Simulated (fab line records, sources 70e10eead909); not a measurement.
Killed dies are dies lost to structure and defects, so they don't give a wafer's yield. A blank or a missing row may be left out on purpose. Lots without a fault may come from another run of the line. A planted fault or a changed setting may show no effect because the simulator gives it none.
fab line records | flow nand_harc
record lots=24 wafers=72 last_day=33
route steps=1302 shown A_STAIRCASE@807 A_SGD_CUT@902
lots that met no fault: from a run of the same line without faults
start_h: hours from the record's first day to the start of the lot's first wafer shown | wait_h: hours since the lot's step before | " the same as in the row above | L1.1+2: a row that stands for several wafers | - no value, or no start given | * or withheld: withheld | < > ~ a bound
route shown NAME@n: a module of which the file shows steps, and the number in the route of the first | usual: mean/standard deviation of fault-free wafers | same: alike in all rows | chamber/n: place in a boat | sites: the reading at each site | _std_site: their standard deviation | _edge_site: outer sites' mean less inner sites' | radius_mm: how far each site lies from the wafer's centre | mask NAME#n: copy n | behind: the tool/chamber that last shaped the wafer | hold: why the lot was held/for how many hours/how that ended | device: the transistor (n, p or np) that didn't switch | end of line: the same wafers' tests at the end of the route | a step without rows: its recipe alone | killed: dies lost to structure and defects at the first sort, not the wafer's yield | map: a wafer's dies, x killed, . not, _ none there
set.NAME: the setting as run; set.NAME@STEP: as run at that earlier step | model.NAME: the simulator's own value behind a step, which no gauge read
steps of the route over a sample of lots; a table a step, a row a wafer
services: from which hour (start_h, from the record's first day; less than 0 if before it) a tool's chamber was out of use, for how many hours, and why
## steps
# step NHARC_A_STAIRCASE_DESCUM_291
# recipe time_s=3 o2_flow_sccm=200 ar_flow_sccm=0 bias_power_w=0 chemistry=O2
# usual drypump_motor_current_A=5.8/0.45 oes_product_au=1.002/0.011 rf_vpp_V=57.9/0.94 showerhead_plenum_p_Torr=1.94/0.085 throttle_valve_pct=11.311/0.0092
# same time_s=3
# columns lot.wafer tool chamber start_h wait_h drypump_motor_current_A oes_product_au rf_hours_counter_h rf_vpp_V showerhead_plenum_p_Torr throttle_valve_pct
L074.1 rie_diel-04 1 373.35 - 6.1 1.006 2 58.2 1.83 11.314
L074.3 " 2 " " 5.5 1.006 4 56.9 1.85 11.315
L074.5 " 1 " " 6.1 1.018 - 58.3 1.83 11.312
L075.2 rie_diel-04 2 383.26 - 5.6 1.014 7 57.7 1.85 11.307
L075.3 " 3 " " 6.2 0.995 6 58.8 2.05 11.299
L075.4 " 1 " " 6.1 1.024 5 57.2 1.83 11.319
L076.4 rie_diel-13 2 399.19 - 5.4 0.985 21 57.9 1.84 11.317
L076.1 " 0 " " 5.9 1.005 15 56.7 2.03 11.295
L076.3 " 1 " " 6.5 1.004 16 57.8 2.07 11.308
L077.2 rie_diel-01 1 407.28 - 5.7 1.007 4 58.1 1.97 11.308
L077.6 " 1 " " 5.7 0.991 - 57.4 1.97 11.311
L077.5 " 2 " " 6.5 0.999 - 58.6 1.87 11.344
L078.3 rie_diel-04 2 416.45 - 5.6 1.008 18 56.9 1.85 11.309
L078.1 " 0 " " 5.5 0.993 17 57.7 1.93 11.319
L078.2 " 1 " " 6.1 1.015 17 57.0 1.83 11.308
L079.4 rie_diel-04 0 432.82 - 5.5 0.986 20 57.8 1.93 11.313
L079.1 " 2 " " 5.6 1.014 24 57.8 1.85 11.319
L079.6 " 0 " " 5.5 0.984 - 58.3 1.93 11.315
L080.4 rie_diel-01 1 433.60 - 5.7 0.994 11 57.9 1.96 11.308
L080.1 " 3 " " 5.4 1.017 15 58.4 1.94 11.308
L080.6 " 2 " " 6.5 1.005 - 57.6 1.87 11.319
L081.2 rie_diel-01 0 458.39 - 5.1 1.017 22 58.6 2.03 11.309
L081.1 " 1 " " 5.7 1.000 20 58.4 1.96 11.315
L081.5 " 2 " " 6.5 0.987 - 57.9 1.87 11.315
L082.2 rie_diel-04 3 462.62 - 6.2 0.996 30 58.2 2.05 11.317
L082.3 " 1 " " 6.1 1.019 30 55.9 1.82 11.311
L082.6 " 3 " " 6.1 1.001 - 59.2 2.05 11.302
L083.3 rie_diel-01 2 479.51 - 6.5 1.005 28 57.1 1.87 11.309
L083.4 " 1 " " 5.7 0.993 27 57.4 1.96 11.313
L083.5 " 2 " " 6.6 1.004 - 56.7 1.87 11.319
L084.1 rie_diel-13 2 479.86 - 5.4 0.987 45 57.0 1.83 11.308
L084.4 " 3 " " 5.8 0.998 50 57.6 2.06 11.327
L084.2 " 1 " " 6.5 1.006 39 58.4 2.06 11.305
L085.2 rie_diel-01 0 481.35 - 5.1 1.011 30 58.4 2.03 11.296
L085.1 " 1 " " 5.7 0.997 27 58.5 1.96 11.320
L085.6 " 1 " " 5.7 0.989 - 59.4 1.96 11.308
L086.2 rie_diel-04 1 492.82 - 6.1 1.018 41 57.7 1.82 11.320
L086.1 " 2 " " 5.5 1.013 44 58.6 1.84 11.307
L086.5 " 1 " " 6.1 1.015 - 57.0 1.82 11.287
L088.2 rie_diel-01 1 514.13 - 5.7 1.008 37 57.8 1.95 11.314
L088.1 " 2 " " 6.5 0.986 38 57.5 1.86 11.309
L088.3 " 3 " " 5.3 1.014 40 57.2 1.93 11.309
L087.3 rie_diel-01 3 516.71 - 5.3 1.006 41 58.0 1.93 11.300
L087.6 " 2 " " 6.5 0.995 - 57.1 1.86 11.309
L087.5 " 3 " " 5.3 1.000 - 57.5 1.93 11.290
L090.1 rie_diel-13 3 533.97 - 5.9 0.999 4 57.6 2.06 11.308
L090.2 " 1 " " 6.5 0.982 3 57.5 2.06 11.321
L090.5 " 2 " " 5.4 0.984 - 57.8 1.82 11.292
L089.1 rie_diel-01 0 540.43 - 5.1 1.009 48 59.9 2.02 11.308
L089.4 " 1 " " 5.7 0.989 48 58.2 1.95 11.309
L089.6 " 2 " " 6.6 1.002 - 58.7 1.86 11.320
L091.2 rie_diel-13 2 562.80 - 5.4 0.972 15 58.0 1.82 11.312
L091.5 " 2 " " 5.4 0.986 - 56.2 1.82 11.317
L091.6 " 3 " " 5.9 1.002 - 59.9 2.05 11.305
L092.1 rie_diel-04 3 565.60 - 6.2 1.019 5 58.4 2.04 11.315
L092.3 " 1 " " 6.1 1.009 5 58.8 1.81 11.301
L092.6 " 2 " " 5.6 1.011 - 56.0 1.84 11.313
L094.1 rie_diel-04 3 579.92 - 6.2 1.014 11 58.3 2.04 11.308
L094.6 " 3 " " 6.1 1.005 - 58.1 2.04 11.317
L094.5 " 0 " " 5.5 1.020 - 58.6 1.91 11.314
L093.3 rie_diel-01 2 580.56 - 6.5 1.016 6 57.0 1.86 11.307
L093.4 " 0 " " 5.1 0.998 4 59.1 2.02 11.316
L093.5 " 2 " " 6.6 1.013 - 57.2 1.86 11.326
L095.1 rie_diel-04 1 589.90 - 6.1 1.003 14 57.3 1.81 11.311
L095.2 " 2 " " 5.6 1.017 15 55.4 1.83 11.309
L095.3 " 3 " " 6.2 1.008 15 59.1 2.04 11.312
L096.3 rie_diel-01 2 601.20 - 6.5 1.010 15 59.1 1.85 11.316
L096.4 " 3 " " 5.3 0.998 12 59.0 1.92 11.323
L096.6 " 3 " " 5.4 1.010 - 57.6 1.92 11.304
L097.1 rie_diel-13 0 601.94 - 5.9 1.014 25 59.4 2.01 11.312
L097.4 " 3 " " 5.9 1.001 30 58.4 2.05 11.298
L097.5 " 1 " " 6.5 0.994 - 57.7 2.05 11.325
# step NHARC_A_STAIRCASE_ETCHBACK_416
# recipe target_depth_a=360 time_s=7.2 c4f8_flow_sccm=withheld o2_flow_sccm=8 ar_flow_sccm=withheld rf_w=600 bias_w=800 chemistry=C4F8/O2/Ar
# usual oes_product_au=0.929/0.017 rf_vpp_V=725/4.8
# same time_s=7.2
# columns lot.wafer tool chamber start_h wait_h oes_product_au rf_hours_counter_h rf_vpp_V
L074.1 rie_diel-04 3 - - 0.926 6 730
L074.3 " 0 " " 0.920 4 724
L074.5 " 3 " " 0.919 - 730
L075.3 rie_diel-04 3 - - 0.929 11 730
L075.2 " 0 " " 0.913 11 724
L075.4 " 2 " " 0.929 12 720
L076.4 rie_diel-04 3 - - 0.930 14 731
L076.1 " 1 " " 0.929 14 719
L076.3 " 2 " " 0.926 15 721
L077.2 rie_diel-01 3 - - 0.921 12 723
L077.5 " 0 " " 0.933 - 728
L077.6 " 1 " " 0.922 - 726
L078.2 rie_diel-04 2 - - 0.946 23 720
L078.3 " 3 " " 0.943 21 730
L078.1 " 0 " " 0.914 20 724
L079.4 rie_diel-04 3 - - 0.937 27 731
L079.1 " 0 " " 0.915 26 723
L079.6 " 2 " " 0.935 - 720
L080.4 rie_diel-13 1 - - 0.934 27 732
L080.1 " 2 " " 0.905 32 719
L080.6 " 0 " " 0.932 - 730
L081.1 rie_diel-04 2 - - 0.930 35 719
L081.2 " 3 " " 0.922 36 730
L081.5 " 2 " " 0.931 - 719
L082.2 rie_diel-13 2 - - 0.918 43 719
L082.3 " 3 " " 0.943 47 731
L082.6 " 0 " " 0.933 - 729
L083.3 rie_diel-04 1 - - 0.935 41 718
L083.4 " 0 " " 0.905 39 724
L083.5 " 2 " " 0.928 - 720
L085.2 rie_diel-04 1 - - 0.938 42 719
L085.1 " 0 " " 0.908 39 726
L085.6 " 1 " " 0.939 - 718
L084.1 rie_diel-13 3 - - 0.921 55 729
L084.4 " 0 " " 0.934 48 729
L084.2 " 1 " " 0.914 46 731
L086.2 rie_diel-04 1 - - 0.939 43 719
L086.1 " 0 " " 0.912 40 724
L086.5 " 0 " " 0.916 - 724
L088.1 rie_diel-01 1 - - 0.931 40 727
L088.3 " 2 " " 0.924 41 720
L088.2 " 3 " " 0.939 43 724
L087.3 rie_diel-01 1 - - 0.928 42 724
L087.5 " 2 " " 0.930 - 720
L087.6 " 3 " " 0.927 - 723
L090.1 rie_diel-13 1 544.55 3.0 0.914 6 730
L090.2 " 2 " " 0.920 10 719
L090.5 " 2 " " 0.917 - 718
L089.1 rie_diel-04 2 - - 0.929 1 720
L089.4 " 3 " " 0.935 1 730
L089.6 " 2 " " 0.937 - 719
L091.2 rie_diel-13 2 - - 0.905 22 717
L091.6 " 2 " " 0.910 - 718
L091.5 " 3 " " 0.928 - 728
L092.1 rie_diel-01 2 - - 1.011 2 720
L092.3 " 3 " " 0.999 2 725
L092.6 " 1 " " 0.992 - 726
L094.1 rie_diel-13 3 - - 0.932 25 730
L094.5 " 2 " " 0.913 - 717
L094.6 " 3 " " 0.931 - 729
L093.3 rie_diel-13 3 - - 0.923 25 731
L093.4 " 2 " " 0.904 27 718
L093.5 " 0 " " 0.923 - 727
L095.3 rie_diel-13 0 - - 0.943 25 727
L095.1 " 1 " " 0.915 24 729
L095.2 " 3 " " 0.934 30 730
L096.3 rie_diel-13 2 - - 0.920 34 717
L096.4 " 1 " " 0.918 28 730
L096.6 " 3 " " 0.932 - 729
L097.1 rie_diel-13 1 - - 0.924 28 730
L097.4 " 3 " " 0.937 33 729
L097.5 " 1 " " 0.916 - 730
# step NHARC_A_STAIRCASE_DESCUM_443
# recipe time_s=3 o2_flow_sccm=200 ar_flow_sccm=0 bias_power_w=0 chemistry=O2
# usual drypump_motor_current_A=5.8/0.43 oes_product_au=1.001/0.012 rf_vpp_V=57.9/0.87 showerhead_plenum_p_Torr=1.95/0.09 throttle_valve_pct=11.311/0.0089
# same time_s=3
# columns lot.wafer tool chamber start_h wait_h drypump_motor_current_A oes_product_au rf_hours_counter_h rf_vpp_V showerhead_plenum_p_Torr throttle_valve_pct
L074.1 rie_diel-04 3 421.48 - 6.1 1.009 18 59.2 2.05 11.307
L074.3 " 0 " " 5.5 0.979 18 58.0 1.93 11.311
L074.5 " 2 " " 5.6 1.012 - 58.0 1.85 11.305
L075.4 rie_diel-04 2 439.05 - 5.6 1.005 25 58.7 1.85 11.299
L075.2 " 0 " " 5.5 0.976 22 57.5 1.93 11.325
L075.3 " 1 " " 6.1 1.010 25 57.7 1.82 11.289
L076.1 rie_diel-13 2 448.89 - 5.4 0.992 33 58.4 1.83 11.309
L076.3 " 3 " " 5.9 1.003 33 58.5 2.07 11.312
L076.4 " 1 " " 6.5 1.002 28 57.6 2.07 11.314
L077.2 rie_diel-13 3 464.40 - 5.9 1.007 41 56.7 2.06 11.315
L077.5 " 1 " " 6.5 1.003 - 57.1 2.07 11.305
L077.6 " 2 " " 5.4 0.978 - 57.8 1.83 11.304
L078.3 rie_diel-04 2 464.55 - 5.6 1.010 31 56.1 1.84 11.303
L078.2 " 3 " " 6.2 1.004 32 58.3 2.05 11.326
L078.1 " 0 " " 5.5 0.980 31 57.7 1.93 11.326
L079.4 rie_diel-04 0 479.98 - 5.5 0.972 35 56.4 1.92 11.313
L079.1 " 2 " " 5.6 1.008 38 57.8 1.84 11.319
L079.6 " 3 " " 6.2 1.005 - 58.1 2.04 11.307
L080.4 rie_diel-13 0 480.22 - 5.9 1.000 44 58.3 2.02 11.319
L080.1 " 2 " " 5.4 0.993 45 58.0 1.83 11.316
L080.6 " 0 " " 5.9 0.998 - 57.9 2.02 11.324
L082.2 rie_diel-01 3 509.65 - 5.3 1.012 38 58.5 1.93 11.307
L082.3 " 2 " " 6.5 0.992 35 56.6 1.86 11.314
L082.6 " 0 " " 5.1 1.019 - 56.8 2.03 11.311
L081.2 rie_diel-04 1 509.74 - 6.1 1.023 46 56.3 1.82 11.294
L081.1 " 0 " " 5.5 0.986 43 57.4 1.92 11.321
L081.5 " 1 " " 6.1 1.033 - 56.6 1.82 11.311
L085.1 rie_diel-04 2 530.71 - 5.6 1.011 50 55.5 1.84 11.312
L085.2 " 1 " " 6.1 1.021 55 56.6 1.82 11.318
L085.6 " 3 " " 6.2 1.018 - 59.7 2.04 11.309
L083.4 rie_diel-01 0 530.88 - 5.1 1.027 45 58.7 2.02 11.325
L083.3 " 1 " " 5.7 0.994 43 58.2 1.95 11.302
L083.5 " 3 " " 5.3 1.002 - 58.0 1.93 11.312
L084.4 rie_diel-13 3 531.04 - 5.9 0.996 0 59.4 2.06 11.317
L084.2 " 0 " " 5.9 1.000 1 58.0 2.02 11.304
L084.1 " 1 " " 6.5 0.985 1 58.4 2.06 11.313
L086.1 rie_diel-13 3 538.37 - 5.9 1.004 6 57.6 2.05 11.311
L086.2 " 0 " " 5.9 1.009 4 59.4 2.02 11.310
L086.5 " 0 " " 5.9 1.014 - 57.8 2.02 11.295
L088.2 rie_diel-13 3 564.15 - 5.8 1.006 13 59.2 2.05 11.322
L088.1 " 0 " " 5.9 1.005 12 56.7 2.02 11.310
L088.3 " 1 " " 6.5 1.000 13 57.6 2.05 11.306
L087.3 rie_diel-01 0 575.40 - 5.1 0.984 2 57.6 2.02 11.312
L087.5 " 3 " " 5.3 1.012 - 58.3 1.93 11.299
L087.6 " 0 " " 5.1 0.994 - 58.8 2.02 11.311
L090.1 rie_diel-01 1 588.48 - 5.7 0.999 8 57.9 1.95 11.325
L090.2 " 2 " " 6.5 0.997 9 57.2 1.86 11.308
L090.5 " 1 " " 5.7 0.999 - 56.9 1.95 11.304
L089.4 rie_diel-13 0 593.35 - 5.9 1.001 21 58.0 2.01 11.317
L089.1 " 1 " " 6.5 0.984 22 58.7 2.05 11.322
L089.6 " 0 " " 5.9 1.012 - 58.6 2.01 11.323
L091.2 rie_diel-01 2 610.92 - 6.5 1.006 19 56.6 1.85 11.325
L091.6 " 2 " " 6.5 1.011 - 57.8 1.85 11.300
L091.5 " 3 " " 5.3 1.000 - 57.1 1.92 11.327
L092.3 rie_diel-04 3 611.09 - 6.2 1.011 20 58.9 2.03 11.318
L092.1 " 2 " " 5.6 1.012 20 58.1 1.83 11.313
L092.6 " 2 " " 5.6 1.003 - 56.7 1.83 11.314
L093.3 rie_diel-13 3 628.29 - 5.9 1.002 36 57.4 2.04 11.303
L093.4 " 0 " " 5.9 1.010 31 57.1 2.01 11.307
L093.5 " 0 " " 5.9 1.004 - 58.2 2.01 11.323
L094.1 rie_diel-01 1 628.46 - 5.7 0.993 22 57.8 1.94 11.313
L094.5 " 0 " " 5.1 0.989 - 58.7 2.01 11.311
L094.6 " 1 " " 5.7 0.988 - 57.8 1.94 11.315
L095.3 rie_diel-13 0 637.33 - 5.9 1.011 35 57.4 2.01 11.297
L095.1 " 1 " " 6.5 0.986 35 60.7 2.05 11.310
L095.2 " 2 " " 5.4 0.981 44 57.0 1.81 11.310
L096.3 rie_diel-01 2 647.31 - 6.6 1.006 33 56.7 1.85 11.327
L096.4 " 2 " " 6.5 1.004 - 57.5 1.85 11.317
L096.6 " 1 " " 5.7 0.972 - 59.8 1.94 11.308
L097.1 rie_diel-04 2 647.47 - 5.5 1.013 32 57.5 1.83 11.302
L097.4 " 3 " " 6.2 0.994 32 58.3 2.03 11.307
L097.5 " 3 " " 6.2 0.998 - 56.9 2.03 11.303
# step NHARC_A_STAIRCASE_INSPECT_155
# usual raw_defect_count=417/130
# columns lot.wafer tool chamber start_h wait_h raw_defect_count
L074.1 defect_inspect-01 - 428.56 0.1 308
L074.3 " - " " 444
L074.5 " - " " 524
L075.2 defect_inspect-02 - 446.11 0.1 342
L075.3 " - " " 235
L075.4 " - " " 278
L076.1 defect_inspect-01 - 456.52 0.1 466
L076.3 " - " " 426
L076.4 " - " " 418
L077.2 defect_inspect-01 - 471.58 0.1 561
L077.5 " - " " 643
L077.6 " - " " 560
L078.1 defect_inspect-02 - 471.66 0.1 412
L078.2 " - " " 299
L078.3 " - " " 369
L079.1 defect_inspect-01 - 487.07 0.1 441
L079.4 " - " " 273
L079.6 " - " " 366
L080.1 defect_inspect-02 - 487.27 0.1 581
L080.4 " - " " 508
L080.6 " - " " 387
L082.2 defect_inspect-01 - 516.74 0.1 316
L082.3 " - " " 439
L082.6 " - " " 605
L081.1 defect_inspect-01 - 519.64 0.1 410
L081.2 " - " " 412
L081.5 " - " " 296
L085.1 defect_inspect-01 - 537.81 0.1 445
L085.2 " - " " 286
L085.6 " - " " 366
L083.3 defect_inspect-02 - 538.08 0.1 389
L083.4 " - " " 340
L083.5 " - " " 324
L084.1 defect_inspect-01 - 538.15 0.1 398
L084.2 " - " " 266
L084.4 " - " " 269
L086.1 defect_inspect-02 - 545.48 0.1 305
L086.2 " - " " 428
L086.5 " - " " 443
L088.1 defect_inspect-02 - 571.41 0.1 398
L088.2 " - " " 375
L088.3 " - " " 321
L087.3 defect_inspect-01 - 582.75 0.1 560
L087.5 " - " " 635
L087.6 " - " " 893
L090.1 defect_inspect-02 - 595.63 0.1 406
L090.2 " - " " 365
L090.5 " - " " 378
L089.1 defect_inspect-01 - 600.72 0.1 293
L089.4 " - " " 331
L089.6 " - " " 266
L091.2 defect_inspect-02 - 618.05 0.1 428
L091.5 " - " " 384
L091.6 " - " " 432
L092.1 defect_inspect-02 - 619.22 0.1 315
L092.3 " - " " 320
L092.6 " - " " 366
L093.3 defect_inspect-02 - 635.31 0.1 633
L093.4 " - " " 390
L093.5 " - " " 541
L094.1 defect_inspect-01 - 635.59 0.1 434
L094.5 " - " " 331
L094.6 " - " " 455
L095.1 defect_inspect-01 - 644.46 0.1 981
L095.2 " - " " 663
L095.3 " - " " 436
L097.1 defect_inspect-02 - 654.71 0.1 351
L097.4 " - " " 323
L097.5 " - " " 212
L096.3 defect_inspect-01 - 655.41 0.1 497
L096.4 " - " " 591
L096.6 " - " " 647
# step NHARC_A_SGD_CUT_OVL_MEAS_10
# usual overlay_x_nm=-0.1/0.77 overlay_y_nm=0.0/0.6
# columns lot.wafer tool chamber start_h wait_h overlay_x_nm overlay_y_nm
L074.1 overlay-01 - 429.44 - -0.3 0.3
L074.3 " - " " -0.4 0.1
L074.5 " - " " 0.3 0.6
L075.2 overlay-02 - 446.86 - 0.0 1.3
L075.3 " - " " 0.3 1.5
L075.4 " - " " -0.1 1.3
L076.1 overlay-01 - 457.40 - -0.2 1.0
L076.3 " - " " 0.2 1.7
L076.4 " - " " 0.1 1.1
L077.2 overlay-02 - 472.45 - 1.4 0.2
L077.5 " - " " 1.1 -0.2
L077.6 " - " " 1.0 -0.1
L078.1 overlay-01 - 472.60 - -1.1 0.4
L078.2 " - " " -0.3 0.3
L078.3 " - " " -0.7 0.2
L079.1 overlay-02 - 487.83 - -0.2 -0.7
L079.4 " - " " -0.3 -0.5
L079.6 " - " " -0.4 -0.5
L080.1 overlay-02 - 488.02 - -1.3 0.2
L080.4 " - " " -1.2 -0.2
L080.6 " - " " -1.1 0.1
L082.2 overlay-02 - 517.61 - -0.4 1.0
L082.3 " - " " -0.4 1.1
L082.6 " - " " -0.5 0.7
L081.1 overlay-01 - 520.76 - -0.1 -0.1
L081.2 " - " " 0.1 0.2
L081.5 " - " " -0.3 -0.1
L085.1 overlay-02 - 538.69 - -1.4 -0.3
L085.2 " - " " -1.6 -0.7
L085.6 " - " " -1.6 -0.6
L083.3 overlay-02 - 538.96 - 0.9 0.3
L083.4 " - " " 1.4 0.1
L083.5 " - " " 1.1 -0.4
L084.1 overlay-01 - 539.11 - -1.0 -0.5
L084.2 " - " " -1.3 -0.6
L084.4 " - " " -1.3 -0.5
L086.1 overlay-01 - 546.23 - 0.3 -0.1
L086.2 " - " " -0.4 0.3
L086.5 " - " " 0.2 0.6
L088.1 overlay-02 - 572.16 - 0.1 0.4
L088.2 " - " " 0.0 0.5
L088.3 " - " " -0.3 0.6
L087.3 overlay-01 - 583.64 - -0.1 -0.3
L087.5 " - " " 0.4 0.0
L087.6 " - " " 0.4 0.1
L090.1 overlay-02 - 596.50 - -0.2 0.3
L090.2 " - " " -0.7 0.7
L090.5 " - " " 0.1 0.7
L089.1 overlay-01 - 601.50 - -0.8 -0.4
L089.4 " - " " -1.1 -0.1
L089.6 " - " " -0.9 -0.4
L091.2 overlay-02 - 618.80 - 1.0 -0.4
L091.5 " - " " 0.9 -0.3
L091.6 " - " " 0.7 -0.2
L092.1 overlay-02 - 620.10 - 0.0 -0.1
L092.3 " - " " -0.3 -1.0
L092.6 " - " " -0.5 -0.9
L093.3 overlay-02 - 636.06 - 0.3 0.2
L093.4 " - " " 0.6 0.2
L093.5 " - " " 0.5 0.1
L094.1 overlay-02 - 636.47 - -0.5 0.3
L094.5 " - " " -0.1 -0.3
L094.6 " - " " 0.0 0.0
L095.1 overlay-01 - 645.30 - -0.9 -0.8
L095.2 " - " " -1.2 -0.4
L095.3 " - " " -0.7 -0.3
L097.1 overlay-01 - 655.67 - 0.7 -0.2
L097.4 " - " " 0.6 0.2
L097.5 " - " " 0.5 0.0
L096.3 overlay-01 - 656.24 - 0.9 -0.5
L096.4 " - " " -0.1 -1.1
L096.6 " - " " 0.9 -0.8
# step NHARC_A_SGD_CUT_DESCUM_14
# recipe time_s=3 o2_flow_sccm=200 ar_flow_sccm=0 bias_power_w=0 chemistry=O2
# usual drypump_motor_current_A=5.8/0.51 oes_product_au=0.999/0.016 rf_vpp_V=57.8/0.84 showerhead_plenum_p_Torr=1.90/0.086 throttle_valve_pct=11.311/0.0086
# same time_s=3
# columns lot.wafer tool chamber start_h wait_h drypump_motor_current_A oes_product_au rf_hours_counter_h rf_vpp_V showerhead_plenum_p_Torr throttle_valve_pct
L074.3 rie_diel-11 1 429.55 0.1 6.0 1.009 14 57.6 2.03 11.303
L074.1 " 2 " " 5.4 0.997 12 58.4 1.98 11.315
L074.5 " 1 " " 6.0 1.000 - 57.7 2.03 11.309
L075.2 rie_diel-11 0 446.96 0.1 6.8 1.022 1 56.8 1.79 11.298
L075.3 " 2 " " 5.4 1.004 1 56.8 1.98 11.319
L075.4 " 2 " " 5.4 1.009 - 57.6 1.98 11.320
L076.4 rie_diel-07 3 457.49 0.1 5.0 0.997 10 57.7 1.82 11.309
L076.3 " 1 " " 5.1 1.007 10 56.6 1.79 11.310
L076.1 " 2 " " 5.1 1.004 10 57.6 1.77 11.305
L077.2 rie_diel-11 3 472.55 0.1 6.4 0.991 4 58.7 1.94 11.310
L077.6 " 3 " " 6.4 0.993 - 57.8 1.94 11.330
L077.5 " 0 " " 6.8 1.013 - 57.2 1.79 11.312
L078.3 rie_diel-09 1 472.70 0.1 5.8 0.994 8 59.0 1.99 11.305
L078.2 " 2 " " 6.0 1.001 8 57.9 1.97 11.316
L078.1 " 3 " " 6.1 1.006 5 58.1 1.99 11.305
L079.4 rie_diel-11 2 487.93 0.1 5.4 1.001 5 58.3 1.98 11.315
L079.1 " 0 " " 6.8 1.013 5 57.7 1.79 11.313
L079.6 " 3 " " 6.4 0.985 - 57.8 1.94 11.307
L080.4 rie_diel-07 0 488.13 0.1 5.7 1.027 0 58.1 1.86 11.301
L080.1 " 2 " " 5.1 1.002 0 58.0 1.77 11.300
L080.6 " 0 " " 5.7 1.032 - 58.3 1.86 11.309
L082.3 rie_diel-09 2 517.71 0.1 6.1 0.999 0 58.6 1.97 11.313
L082.2 " 1 " " 5.8 0.975 0 59.4 1.99 11.304
L082.6 " 2 " " 6.1 0.987 - 58.2 1.97 11.301
L081.1 rie_diel-09 1 520.86 0.1 5.8 0.990 1 57.9 1.99 11.313
L081.2 " 3 " " 6.1 1.026 1 57.6 1.99 11.302
L081.5 " 1 " " 5.8 0.988 - 58.5 1.99 11.315
L085.2 rie_diel-09 2 538.79 0.1 6.1 0.982 2 57.1 1.97 11.303
L085.1 " 0 " " 6.2 0.993 2 58.5 1.87 11.310
L085.6 " 1 " " 5.8 0.980 - 59.6 1.99 11.314
L083.4 rie_diel-07 2 539.05 0.1 5.1 0.999 3 57.8 1.77 11.286
L083.3 " 1 " " 5.1 1.027 3 56.9 1.79 11.317
L083.5 " 2 " " 5.1 0.999 - 58.8 1.77 11.304
L084.2 rie_diel-09 3 539.21 0.1 6.1 1.011 2 57.2 1.99 11.311
L084.4 " 0 " " 6.2 0.974 2 56.9 1.87 11.302
L084.1 " 1 " " 5.8 0.984 2 57.9 1.99 11.331
L086.1 rie_diel-09 3 546.34 0.1 6.1 1.022 2 58.0 1.99 11.306
L086.2 " 0 " " 6.2 0.984 2 56.1 1.87 11.316
L086.5 " 2 " " 6.1 0.992 - 56.5 1.97 11.308
L088.2 rie_diel-09 3 572.26 0.1 6.1 1.013 3 58.1 1.99 11.323
L088.1 " 1 " " 5.8 0.986 3 57.7 1.99 11.326
L088.3 " 2 " " 6.1 0.997 4 57.3 1.97 11.325
L087.3 rie_diel-09 3 583.76 0.1 6.1 1.011 4 59.7 1.99 11.312
L087.6 " 0 " " 6.2 0.971 - 57.0 1.87 11.294
L087.5 " 1 " " 5.8 0.991 - 57.5 1.99 11.306
L090.1 rie_diel-07 0 596.60 0.1 5.7 1.022 6 58.2 1.86 11.312
L090.2 " 2 " " 5.1 0.992 6 57.8 1.77 11.308
L090.5 " 0 " " 5.7 1.007 - 56.4 1.86 11.308
L089.1 rie_diel-11 2 601.60 0.1 5.4 0.993 14 58.1 1.97 11.318
L089.4 " 1 " " 6.1 0.994 13 58.6 2.03 11.318
L089.6 " 3 " " 6.4 1.004 - 57.2 1.94 11.312
L091.2 rie_diel-11 0 618.92 0.1 6.8 0.988 0 58.6 1.79 11.319
L091.5 " 1 " " 6.0 1.002 - 57.1 2.02 11.298
L091.6 " 2 " " 5.4 0.985 - 58.2 1.97 11.314
L092.1 rie_diel-07 0 620.21 0.1 5.7 1.013 8 57.6 1.86 11.301
L092.3 " 1 " " 5.1 1.016 7 57.8 1.79 11.306
L092.6 " 3 " " 5.0 0.989 - 58.4 1.81 11.312
L093.3 rie_diel-11 2 636.16 0.1 5.4 0.978 2 57.6 1.97 11.307
L093.4 " 0 " " 6.8 0.981 2 57.7 1.79 11.316
L093.5 " 2 " " 5.4 0.996 - 58.7 1.97 11.312
L094.1 rie_diel-07 2 636.57 0.1 5.1 0.984 9 58.9 1.77 11.319
L094.6 " 2 " " 5.1 0.980 - 58.9 1.77 11.314
L094.5 " 3 " " 5.0 0.990 - 57.1 1.81 11.307
L095.1 rie_diel-07 3 645.40 0.1 5.0 0.989 9 57.5 1.81 11.324
L095.3 " 0 " " 5.7 1.021 10 56.2 1.86 11.311
L095.2 " 2 " " 5.1 0.979 10 57.0 1.77 11.327
L097.4 rie_diel-11 3 655.76 0.1 6.4 1.008 3 58.3 1.94 11.306
L097.1 " 0 " " 6.7 0.984 4 56.5 1.79 11.317
L097.5 " 0 " " 6.8 0.975 - 57.0 1.79 11.316
L096.4 rie_diel-09 1 656.36 0.1 5.8 0.998 7 58.5 1.98 11.318
L096.3 " 2 " " 6.1 0.991 7 58.9 1.97 11.310
L096.6 " 3 " " 6.1 1.028 - 59.2 1.98 11.323
## services
# columns tool chamber start_h hours kind
rie_diel-04 - 354.90 9.0 pm
rie_diel-07 3 373.37 12.9 repair
rie_diel-01 - 382.24 9.0 pm
rie_diel-07 - 390.09 0.2 repair
rie_diel-09 3 409.04 43.8 repair
rie_diel-11 - 432.50 9.0 pm
rie_diel-04 - 448.83 3.5 repair
rie_diel-09 0 460.73 4.1 repair
rie_diel-04 3 482.35 7.4 repair
rie_diel-11 0 492.37 12.4 repair
rie_diel-09 - 497.15 9.0 pm
rie_diel-04 3 500.76 14.2 repair
rie_diel-04 2 501.11 10.8 repair
rie_diel-04 - 533.65 9.0 pm
rie_diel-13 3 543.83 9.8 repair
rie_diel-09 3 556.58 8.5 repair
rie_diel-01 - 559.24 9.0 pm
rie_diel-11 - 609.50 9.0 pm
rie_diel-04 1 610.10 5.0 repair
rie_diel-13 2 615.96 3.5 repair
rie_diel-01 1 618.38 3.1 repair
rie_diel-11 3 631.23 4.5 repair
rie_diel-01 0 644.13 5.0 repair
rie_diel-01 - 644.34 1.1 repair
## key
fault none
